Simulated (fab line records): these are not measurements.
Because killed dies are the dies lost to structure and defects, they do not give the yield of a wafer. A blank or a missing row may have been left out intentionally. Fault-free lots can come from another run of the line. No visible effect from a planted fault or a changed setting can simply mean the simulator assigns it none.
Chamber matching + flow n5 finfet + N5_BEOL_M1_ETCH_64 on rie diel-05: 4 sister chambers
The step etches SOC in N2/H2, target depth 75 nm, overetch 15 nm, time 112.5 s. 4 wafers are shown with their chamber, then 7 later ones without.

== WAFERS WITH THEIR CHAMBER ==
| wafer  | chamber | throttle valve pct (%) |
|--------|---------|------------------------|
| L566.2 | 0       | 17.50                  |
| L573.1 | 3       | 17.83                  |
| L573.4 | 1       | 18.33                  |
| L577.5 | 2       | 17.88                  |

== WAFERS WHOSE CHAMBER IS MISSING ==
| wafer  | throttle valve pct (%) |
|--------|------------------------|
| L577.6 | 17.92                  |
| L583.1 | 17.59                  |
| L583.4 | 17.93                  |
| L583.5 | 17.86                  |
| L587.1 | 17.94                  |
| L587.4 | 17.85                  |
| L587.5 | 17.92                  |

== THE CHAMBER EACH PASSED THROUGH ==
| wafer  | from the rows above     | in truth |
|--------|-------------------------|----------|
| L577.6 | can't be placed: 2 or 3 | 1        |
| L583.1 | 0                       | 0        |
| L583.4 | can't be placed: 2 or 3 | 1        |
| L583.5 | can't be placed: 2 or 3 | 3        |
| L587.1 | can't be placed: 2 or 3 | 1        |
| L587.4 | can't be placed: 3 or 2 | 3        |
| L587.5 | can't be placed: 2 or 3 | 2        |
Placed correctly: 1 of 7. Cannot be placed on the basis of these rows: 6; the candidates contain the true chamber in 3. 0 placed wrongly.
How it was worked out, from the rows above alone: a wafer's distance from a chamber is the root of the sum, over the readings, of the square of ((its reading less the chamber's mean) divided by the reading's scatter). If the next closest chamber is less than 2 further off than the closest, the wafer can't be placed; otherwise it belongs to the closest. Each chamber's mean is taken over the wafers shown for it. The scatter: root of mean squared gap, hidden wafer to nearest shown wafer, with one shown wafer a chamber.
